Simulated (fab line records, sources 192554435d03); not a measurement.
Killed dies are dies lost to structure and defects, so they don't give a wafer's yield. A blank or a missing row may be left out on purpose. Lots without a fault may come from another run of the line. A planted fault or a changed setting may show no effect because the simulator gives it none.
fab line records | flow n5_finfet
record lots=14 wafers=39 last_day=18
route steps=1938 shown BEOL_M3@1007 BEOL_M4@1021
lots that met no fault: from a run of the same line without faults
start_h: hours from the record's first day to the start of the lot's first wafer shown | wait_h: hours since the lot's step before | " the same as in the row above | L1.1+2: a row that stands for several wafers | - no value, or no start given | * or withheld: withheld | < > ~ a bound
route shown NAME@n: a module of which the file shows steps, and the number in the route of the first | usual: mean/standard deviation of fault-free wafers | same: alike in all rows | chamber/n: place in a boat | sites: the reading at each site | _std_site: their standard deviation | _edge_site: outer sites' mean less inner sites' | radius_mm: how far each site lies from the wafer's centre | mask NAME#n: copy n | behind: the tool/chamber that last shaped the wafer | hold: why the lot was held/for how many hours/how that ended | device: the transistor (n, p or np) that didn't switch | end of line: the same wafers' tests at the end of the route | a step without rows: its recipe alone | killed: dies lost to structure and defects at the first sort, not the wafer's yield | map: a wafer's dies, x killed, . not, _ none there
set.NAME: the setting as run; set.NAME@STEP: as run at that earlier step | model.NAME: the simulator's own value behind a step, which no gauge read
steps of the route over a sample of lots; a table a step, a row a wafer
services: from which hour (start_h, from the record's first day; less than 0 if before it) a tool's chamber was out of use, for how many hours, and why
## steps
# step N5_BEOL_M3_ANNEAL_93
# recipe temp_c=400 time_s=240 ambient=vacuum
# usual heater_power_w=827/96
# columns lot.wafer tool chamber start_h wait_h heater_power_w
L692.3 pvd_sputter-03 - 182.55 0.0 956
L692.4 " - " " 848
L692.5 " - " " 842
L693.3 pvd_sputter-02 - 188.39 0.0 753
L693.4 " - " " 794
L693.6 " - " " 848
L694.1 pvd_sputter-01 - 191.58 0.0 650
L694.2 " - " " 765
L694.5 " - " " 939
L695.1 pvd_sputter-02 - 192.03 0.0 808
L695.3 " - " " 818
L695.6 " - " " 839
L697.1 pvd_sputter-01 - 193.42 0.0 774
L697.3 " - " " 656
L698.4 pvd_sputter-03 - 193.54 0.0 992
L698.5 " - " " 971
L699.1 pvd_sputter-01 - 199.47 0.0 981
L699.3 " - " " 658
L699.6 " - " " 778
L701.3 pvd_sputter-02 - 234.79 0.0 784
L701.5 " - " " 802
L701.6 " - " " 765
L702.2 pvd_sputter-01 - 235.12 0.0 806
L702.5 " - " " 665
L702.6 " - " " 969
L708.1 pvd_sputter-02 - 268.32 0.0 829
L708.2 " - " " 810
L708.6 " - " " 752
L710.2 pvd_sputter-01 - 281.27 0.0 782
L710.4 " - " " 961
L710.6 " - " " 967
L712.2 pvd_sputter-01 - 291.85 0.0 783
L712.4 " - " " 790
L715.2 pvd_sputter-03 - 298.95 0.0 857
L715.3 " - " " 921
L715.6 " - " " 840
L714.1 pvd_sputter-01 - 300.03 0.0 647
L714.3 " - " " 778
L714.5 " - " " 780
# step N5_BEOL_M3_SPUTTER_94
# recipe material=Cu target_thk_a=45 temp_c=-20 chamber_pressure_pa=0.07 power_w=withheld time_s=8.29
# usual chamber_pressure_pa=0.07003/0.00012 chuck_gas_flow_sccm=1.26/0.053 throttle_valve_pct=30.1/1.4
# columns lot.wafer tool chamber start_h wait_h chamber_pressure_pa chuck_gas_flow_sccm throttle_valve_pct
L692.3 pvd_sputter-03 - 182.69 0.1 0.06995 1.22 29.6
L692.4 " - " " 0.07016 1.32 27.1
L692.5 " - " " 0.07001 1.34 27.5
L693.3 pvd_sputter-02 - 188.53 0.1 0.07008 1.29 30.9
L693.4 " - " " 0.07002 1.39 29.5
L693.6 " - " " 0.06992 1.32 30.1
L694.1 pvd_sputter-01 - 191.72 0.1 0.06989 1.17 30.7
L694.2 " - " " 0.0701 1.25 29.5
L694.5 " - " " 0.07018 1.22 31.4
L695.1 pvd_sputter-02 - 192.17 0.1 0.07002 1.24 29.5
L695.3 " - " " 0.07002 1.29 30.7
L695.6 " - " " 0.07026 1.24 30.1
L697.1 pvd_sputter-01 - 193.56 0.1 0.07006 1.32 28.7
L697.3 " - " " 0.07001 1.34 30.8
L698.4 pvd_sputter-03 - 193.68 0.1 0.07004 1.19 29.4
L698.5 " - " " 0.07008 1.19 29.8
L699.1 pvd_sputter-01 - 199.61 0.1 0.07006 1.32 31.2
L699.3 " - " " 0.06984 1.26 30.6
L699.6 " - " " 0.07028 1.25 29.5
L701.3 pvd_sputter-02 - 234.93 0.1 0.06996 1.29 29.6
L701.5 " - " " 0.06983 1.35 30.8
L701.6 " - " " 0.06987 1.29 31.2
L702.2 pvd_sputter-01 - 235.26 0.1 0.07024 1.35 28.8
L702.5 " - " " 0.06992 1.20 30.6
L702.6 " - " " 0.07011 1.23 31.0
L708.1 pvd_sputter-02 - 268.46 0.1 0.06985 1.26 29.9
L708.2 " - " " 0.07006 1.28 29.5
L708.6 " - " " 0.06992 1.33 30.8
L710.2 pvd_sputter-01 - 281.41 0.1 0.07002 1.31 29.6
L710.4 " - " " 0.06991 1.25 31.3
L710.6 " - " " 0.07 1.23 31.1
L712.2 pvd_sputter-01 - 291.99 0.1 0.06974 1.25 29.6
L712.4 " - " " 0.06983 1.26 29.0
L715.2 pvd_sputter-03 - 299.09 0.1 0.07009 1.30 27.6
L715.3 " - " " 0.06989 1.32 33.5
L715.6 " - " " 0.06991 1.26 27.3
L714.1 pvd_sputter-01 - 300.17 0.1 0.07015 1.21 30.8
L714.3 " - " " 0.07017 1.20 28.9
L714.5 " - " " 0.07 1.30 29.6
# step N5_BEOL_M4_ILD_DEP_00
# recipe material=SiOC target_thk_a=790 temp_c=350 precursor=DEMS/O2 pressure_torr=5 rf_w=500 time_s=15.3
# usual heater_power_w=469/79 showerhead_plenum_p_Torr=5.690/0.017 throttle_valve_pct=11.9/0.48
# columns lot.wafer tool chamber start_h wait_h heater_power_w showerhead_plenum_p_Torr since_wet_clean_h throttle_valve_pct
L692.3 pecvd-01 0 184.02 0.0 416 5.660 707 11.8
L692.4 " 2 " " 439 5.685 - 12.4
L692.5 " 1 " " 388 5.672 - 12.7
L693.3 pecvd-03 1 189.86 0.0 500 5.686 1981 12.4
L693.4 " 2 " " 365 5.689 - 11.3
L693.6 " 0 " " 380 5.663 - 11.9
L694.1 pecvd-03 2 193.05 0.0 407 5.698 505 11.1
L694.2 " 1 " " 461 5.698 1984 12.7
L694.5 " 2 " " 411 5.705 - 11.3
L695.1 pecvd-03 2 193.50 0.0 403 5.708 506 11.2
L695.3 " 0 " " 435 5.673 1260 11.6
L695.6 " 1 " " 463 5.680 - 12.6
L697.1 pecvd-01 0 194.89 0.0 476 5.674 718 11.8
L697.3 " 2 " " 381 5.689 2168 12.5
L698.4 pecvd-03 1 195.18 0.1 464 5.706 - 12.5
L698.5 " 2 " " 365 5.714 - 11.1
L699.1 pecvd-01 0 200.96 0.0 399 5.667 724 11.7
L699.3 " 2 " " 450 5.693 2174 12.5
L699.6 " 0 " " 407 5.668 - 11.9
L701.3 pecvd-03 0 236.26 0.0 450 5.690 1303 11.8
L701.5 " 1 " " 519 5.690 - 12.6
L701.6 " 0 " " 460 5.672 - 11.4
L702.2 pecvd-03 2 236.62 0.0 408 5.709 549 11.2
L702.5 " 1 " " 547 5.693 - 12.2
L702.6 " 0 " " 405 5.685 - 11.4
L708.1 pecvd-04 1 270.65 0.0 528 5.665 1700 11.2
L708.2 " 2 " " 431 5.702 221 11.6
L708.6 " 1 " " 547 5.674 - 11.4
L710.2 pecvd-04 2 282.74 0.0 406 5.695 233 11.4
L710.4 " 0 " " 697 5.709 - 12.2
L710.6 " 1 " " 549 5.679 - 11.5
L712.2 pecvd-04 0 293.32 0.0 607 5.727 997 12.2
L712.4 " 0 " " 610 5.708 - 12.3
L715.2 pecvd-03 0 300.59 0.0 431 5.684 1367 11.6
L715.3 " 2 " " 418 5.696 613 11.2
L715.6 " 2 " " 422 5.725 - 11.4
L714.1 pecvd-04 1 301.59 0.0 501 5.678 1730 11.4
L714.3 " 0 " " 669 5.717 1005 12.3
L714.5 " 2 " " 444 5.701 - 11.8
# step N5_BEOL_M4_THK_MEAS_01
# recipe reads=SiOC_of_BEOL_M4_ILD_DEP_00
# usual M4_ILD_THK=79.0/0.95
# columns lot.wafer tool chamber start_h wait_h M4_ILD_THK[nm]
L692.3 film_metro-01 - 184.09 0.1 78.5
L692.4 " - " " 79.9
L692.5 " - " " 80.4
L693.3 film_metro-01 - 189.92 0.1 78.9
L693.4 " - " " 79.5
L693.6 " - " " 80.7
L694.1 film_metro-01 - 193.12 0.0 79.0
L694.2 " - " " 77.9
L694.5 " - " " 80.1
L695.1 film_metro-01 - 193.57 0.0 78.4
L695.3 " - " " 78.5
L695.6 " - " " 79.9
L697.1 film_metro-02 - 194.96 0.0 77.8
L697.3 " - " " 77.1
L698.4 film_metro-02 - 195.23 0.0 79.0
L698.5 " - " " 79.2
L699.1 film_metro-02 - 201.02 0.0 77.8
L699.3 " - " " 79.4
L699.6 " - " " 78.9
L701.3 film_metro-01 - 236.33 0.1 77.6
L701.5 " - " " 38.4
L701.6 " - " " 79.6
L702.2 film_metro-01 - 236.69 0.1 78.1
L702.5 " - " " 39.1
L702.6 " - " " 79.5
L708.1 film_metro-01 - 270.72 0.0 77.0
L708.2 " - " " 76.8
L708.6 " - " " 78.3
L710.2 film_metro-02 - 282.81 0.1 78.6
L710.4 " - " " 80.8
L710.6 " - " " 80.0
L712.2 film_metro-01 - 293.39 0.1 79.0
L712.4 " - " " 79.3
L715.2 film_metro-01 - 300.66 0.1 79.2
L715.3 " - " " 79.4
L715.6 " - " " 79.5
L714.1 film_metro-01 - 301.66 0.0 78.6
L714.3 " - " " 78.3
L714.5 " - " " 78.8
# step N5_BEOL_M4_PECVD_72
# recipe material=SiO2 target_thk_a=160 temp_c=400 precursor=TEOS/O2 pressure_torr=5.5 rf_w=450 teos_flow_sccm=53.8 gas=O2 flow_sccm=3000 time_s=18
# usual heater_power_w=702/110 showerhead_plenum_p_Torr=8.75/0.076 throttle_valve_pct=22.3/0.86
# columns lot.wafer tool chamber start_h wait_h heater_power_w showerhead_plenum_p_Torr since_wet_clean_h throttle_valve_pct
L692.3 pecvd-03 0 184.12 0.0 702 8.73 1251 21.9
L692.4 " 1 " " 787 8.78 - 23.3
L692.5 " 2 " " 597 8.84 - 20.9
L693.3 pecvd-01 1 189.96 0.0 625 8.74 1438 23.5
L693.4 " 1 " " 613 8.76 - 23.5
L693.6 " 0 " " 698 8.65 - 22.3
L694.1 pecvd-01 2 193.15 0.0 696 8.71 2166 23.4
L694.2 " 0 " " 562 8.64 716 22.1
L694.5 " 1 " " 674 8.76 - 23.4
L695.1 pecvd-04 0 193.61 0.0 945 8.88 897 22.5
L695.3 " 1 " " 713 8.67 1622 21.3
L695.6 " 1 " " 717 8.69 - 21.2
L697.1 pecvd-04 2 194.99 0.0 729 8.82 145 21.3
L697.3 " 1 " " 814 8.66 1624 21.5
L698.4 pecvd-01 2 195.28 0.1 610 8.73 - 23.1
L698.5 " 0 " " 705 8.63 - 22.2
L699.1 pecvd-03 0 201.06 0.0 684 8.70 1267 21.5
L699.3 " 1 " " 647 8.80 1992 23.6
L699.6 " 0 " " 658 8.72 - 22.2
L701.3 pecvd-01 0 236.36 0.0 589 8.65 759 22.3
L701.5 " 1 " " 677 8.74 - 23.4
L701.6 " 2 " " 598 8.68 - 21.3
L702.2 pecvd-01 1 236.72 0.0 661 8.74 1484 23.5
L702.5 " 2 " " 636 8.69 - 21.3
L702.6 " 1 " " 654 8.72 - 23.5
L708.1 pecvd-01 2 270.75 0.0 632 8.66 39 21.3
L708.2 " 1 " " 675 8.76 1518 23.8
L708.6 " 0 " " 569 8.67 - 21.9
L710.2 pecvd-04 1 282.84 0.0 791 8.65 1712 21.3
L710.4 " 0 " " 961 8.89 - 22.6
L710.6 " 2 " " 676 8.82 - 21.9
L712.2 pecvd-03 0 293.43 0.0 672 8.71 1360 21.8
L712.4 " 2 " " 535 8.85 - 21.3
L715.2 pecvd-01 0 300.70 0.0 656 8.66 823 22.3
L715.3 " 1 " " 633 8.71 1548 23.3
L715.6 " 0 " " 654 8.66 - 22.2
L714.1 pecvd-04 2 301.70 0.0 761 8.82 252 21.9
L714.3 " 0 " " 987 8.86 1006 22.5
L714.5 " 0 " " 974 8.87 - 22.4
# step N5_BEOL_M4_RC_MEAS_101
# usual DIBL_N=35.6/1.7 DIBL_P=35.0/2 IOFF_N=0.148/0.027 IOFF_P=0.19/0.032 ION_N=671/14 ION_P=460/9.1 SS_N=71.3/0.62 SS_P=73.0/0.64 VT_N=251/3.2 VT_P=-251.5/2.9
# columns lot.wafer tool chamber start_h wait_h DIBL_N[mV/V] DIBL_P[mV/V] IOFF_N[nA/um] IOFF_P[nA/um] ION_N[uA/um] ION_P[uA/um] SS_N[mV/dec] SS_P[mV/dec] VT_N[mV] VT_P[mV]
L692.3 prober-02 0 200.09 0.3 36.1 37.1 0.174 0.20 701 470 71.1 73.9 248 -252.5
L692.4 " 0 " " 35.4 37.2 0.150 0.19 673 460 70.9 73.9 252 -249.9
L692.5 " 0 " " 35.2 35.8 0.148 0.17 678 464 71.2 73.1 251 -251.1
L693.3 prober-02 0 204.58 0.3 34.3 32.1 0.130 0.17 663 456 71.3 73.1 250 -252.0
L693.4 " 0 " " 35.7 34.3 0.156 0.20 696 474 71.2 72.7 248 -251.6
L693.6 " 0 " " 33.8 31.4 0.123 0.16 671 462 71.0 72.7 254 -250.1
L694.1 prober-01 0 205.35 0.0 33.6 31.9 0.105 0.15 636 438 70.7 72.2 258 -257.1
L694.2 " 0 " " 34.8 34.4 0.125 0.18 660 452 70.5 73.2 251 -251.7
L694.5 " 0 " " 35.2 33.7 0.122 0.17 650 452 70.6 72.0 254 -253.8
L697.1 prober-02 0 206.69 0.0 35.8 35.7 0.130 0.19 668 468 71.9 73.4 254 -254.1
L697.3 " 0 " " 36.6 36.2 0.139 0.19 668 458 72.6 73.5 254 -254.3
L695.1 prober-01 0 207.20 0.0 38.2 38.9 0.168 0.20 692 473 72.1 73.6 250 -252.7
L695.3 " 0 " " 38.3 39.4 0.180 0.22 685 466 71.9 73.4 248 -253.7
L695.6 " 0 " " 37.6 38.2 0.164 0.20 687 465 71.9 73.0 249 -252.6
L698.4 prober-01 0 212.66 0.5 34.9 35.3 0.137 0.19 666 460 71.2 72.9 252 -252.1
L698.5 " 0 " " 35.0 32.8 0.124 0.15 633 436 71.7 72.5 254 -258.2
L699.1 prober-02 0 215.61 0.0 37.1 36.6 0.197 0.23 695 472 71.7 73.7 245 -246.6
L699.3 " 0 " " 34.2 32.5 0.137 0.17 684 469 70.8 72.0 249 -251.2
L699.6 " 0 " " 34.7 33.0 0.146 0.17 683 461 71.3 72.5 249 -253.8
L701.3 prober-01 0 248.31 0.3 33.8 34.1 0.140 0.22 674 467 71.2 73.1 250 -246.6
L701.6 " 0 " " 37.2 38.8 0.214 0.31 680 473 72.0 74.6 245 -244.7
L702.2 prober-01 0 249.09 0.6 34.4 36.7 0.149 0.25 679 471 71.1 74.1 249 -246.7
L702.6 " 0 " " 35.0 36.3 0.163 0.24 687 472 71.4 73.4 248 -247.2
L708.1 prober-02 0 281.83 0.0 35.9 36.6 0.155 0.21 679 463 71.0 73.1 251 -250.7
L708.2 " 0 " " 38.4 38.6 0.197 0.24 670 449 71.7 73.7 247 -249.5
L708.6 " 0 " " 35.4 34.7 0.136 0.18 680 463 70.7 72.6 254 -251.3
L710.2 prober-01 0 296.66 0.2 34.2 33.0 0.118 0.15 657 449 70.2 72.0 253 -255.5
L710.4 " 0 " " 36.4 35.6 0.160 0.19 690 466 71.7 72.1 248 -253.0
L710.6 " 0 " " 36.4 35.6 0.148 0.18 669 454 70.8 72.8 253 -252.2
L712.2 prober-02 0 305.38 0.2 35.5 34.2 0.119 0.18 662 458 70.5 72.3 253 -251.4
L712.4 " 0 " " 40.2 40.5 0.222 0.30 692 475 72.3 73.4 247 -244.4
L715.2 prober-02 0 321.94 0.2 37.7 37.6 0.200 0.22 701 468 71.8 74.1 246 -253.1
L715.3 " 0 " " 35.9 35.5 0.155 0.19 679 458 71.2 73.3 249 -251.3
L715.6 " 0 " " 36.3 36.0 0.166 0.20 681 456 71.3 73.6 245 -250.3
L714.1 prober-01 0 322.01 0.0 37.0 37.4 0.156 0.22 677 472 71.3 73.3 250 -251.2
L714.3 " 0 " " 36.2 35.8 0.144 0.18 680 464 71.2 72.3 251 -253.6
L714.5 " 0 " " 34.6 33.7 0.120 0.16 668 462 69.9 72.6 254 -252.9
## services
# columns tool chamber start_h hours kind
pvd_sputter-02 - 159.51 2.8 repair
pecvd-01 - 164.59 14.6 pm
pecvd-04 1 166.84 5.5 scheduled_down
pecvd-01 2 202.43 - clean
pecvd-01 2 202.43 - consumable_replace:showerhead
pecvd-01 2 202.43 29.0 scheduled_down
pecvd-01 2 202.43 29.0 vent_cycle
pecvd-03 - 203.07 0.6 repair
pvd_sputter-02 - 207.13 4.6 repair
pecvd-01 1 232.63 - calibration
pvd_sputter-03 - 239.40 1.2 repair
pecvd-03 2 241.42 8.2 repair
## key
first_sign step=N5_BEOL_M4_THK_MEAS_01 reading=M4_ILD_THK direction=down sigmas=42 usual=79.0 struck=38.7
effect none on later readings
met_at N5_BEOL_M4_ILD_DEP_00
struck_lots L701,L702
struck_wafers L701.5,L702.5
later_rows_left_out L701.5,L702.5
sort_left_out L701.5,L702.5
not_acting_at N5_BEOL_M3_ANNEAL_93,N5_BEOL_M3_SPUTTER_94,N5_BEOL_M4_PECVD_72
onset_between 195.18 236.26
fault kind=process_parameter_drift tool=pecvd-03 chamber=- onset_h=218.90 steps=N5_BEOL_M4_ILD_DEP_00 channel=target_thk_a offset=* shape=step end_h=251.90 scope=struck_wafers_only acts_in=* stated=*
# sort_left_out: the simulated sort isn't trusted on such a fault, so these wafers' sort isn't shown, and their yield isn't known
# later_rows_left_out: the simulator's readings of these wafers behind a module that went badly wrong aren't trusted and aren't shown, but for the sort
